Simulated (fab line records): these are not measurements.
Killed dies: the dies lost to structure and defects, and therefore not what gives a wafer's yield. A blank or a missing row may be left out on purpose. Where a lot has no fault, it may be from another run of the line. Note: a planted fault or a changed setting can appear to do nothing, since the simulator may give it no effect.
Lot-split experiment	flow n5 finfet	21 wafers read from 7 lots, route of 1938 steps

THE SPLIT
At N5_WELL_APT_COAT_02 (resist thk 950 nm), the setting spin rpm was moved away from the recipe's 1357 rpm on 11 of the 21 wafers read, by -7.0% to +9.0%. This setting was run at the recipe's value on the other wafers.

No step appears in the file between the split and the reading.

THE READING
coat_of_WELL_APT_COAT_02.thk nm (the simulator's own value, which no gauge read), in nm, at N5_WELL_APT_DEVELOP_07 (develop time 45 s). The file does not state a usual value for it. The 10 wafers here that ran the recipe average 936.8 nm, standard deviation 2.4 nm.

wafer	tool, chamber at the split	spin rpm as run, rpm	against the recipe	coat_of_WELL_APT_COAT_02.thk nm, nm	against lot-mates on the recipe
L076.1	litho track-01, 0	1357	recipe	938.2	-
L076.3	litho track-01, 0	1357	recipe	936.4	-
L076.6	litho track-01, 0	1357	recipe	938.1	-
L077.1	litho track-01, 0	1299	-4.3%	959.9	no lot-mate on the recipe
L077.2	litho track-01, 0	1299	-4.3%	959.7	no lot-mate on the recipe
L077.6	litho track-01, 0	1299	-4.3%	958	no lot-mate on the recipe
L081.1	litho track-01, 0	1357	recipe	938.5	-
L081.2	litho track-01, 0	1357	recipe	939.8	-
L081.3	litho track-01, 0	1357	recipe	937.1	-
L084.2	litho track-02, 0	1357	recipe	931.5	-
L084.4	litho track-02, 0	1281	-5.6%	962.8	+30.3
L084.6	litho track-02, 0	1357	recipe	933.5	-
L085.1	litho track-02, 0	1357	recipe	937.9	-
L085.2	litho track-02, 0	1479	+9.0%	897.5	-40.4
L085.5	litho track-02, 0	1479	+9.0%	893.7	-44.2
L088.1	litho track-05, 0	1357	recipe	937.4	-
L088.5	litho track-05, 0	1309	-3.5%	953.5	+16.1
L088.6	litho track-05, 0	1309	-3.5%	952.5	+15.1
L094.1	litho track-05, 0	1262	-7.0%	971.1	no lot-mate on the recipe
L094.3	litho track-05, 0	1262	-7.0%	969.6	no lot-mate on the recipe
L094.6	litho track-05, 0	1262	-7.0%	970.7	no lot-mate on the recipe

FIT RESULTS
A straight line over all 21 wafers: coat_of_WELL_APT_COAT_02.thk nm changes by -4.72 nm for each +1% of spin rpm; r = -1.00; the points scatter about the line by 2.1 nm.
The same after taking each lot's own level away (the mean of its wafers on the recipe; 15 wafers): -4.78 nm for each +1%; r = -1.00; scatter 1.6 nm.
According to that fit, moving spin rpm by its largest amount changes the reading by 43 nm.
The span of the lots' own levels, 932.50 to 938.47 nm, comes to 2.5 times the standard deviation stated above.
Consequently the slope shifts little with the lot-to-lot level, the two slopes agreeing.
Check: -44.5 nm against its lot-mates is what the line predicts for one of the wafers moved furthest among these (+9.0%) when that wafer is left out of the fit. It came out at -40.4 nm against them.

THE WHOLE CHAIN: every reading that the file lists as answering this split, in the file's order
step	what it does	reading	change (the file's fit)	r (the file's)
N5_WELL_APT_COAT_02	resist thk 950 nm	coat_of_WELL_APT_COAT_02.thk nm (the simulator's own value, which no gauge read)	-4.86 nm for each +1% of the setting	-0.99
N5_WELL_APT_DEVELOP_07	develop time 45 s	coat_of_WELL_APT_COAT_02.thk nm (the simulator's own value, which no gauge read)	-4.85 nm for each +1% of the setting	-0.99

FILE'S OWN FIT
coat_of_WELL_APT_COAT_02.thk nm changes by -4.85 nm for each +1% of spin rpm, r = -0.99.
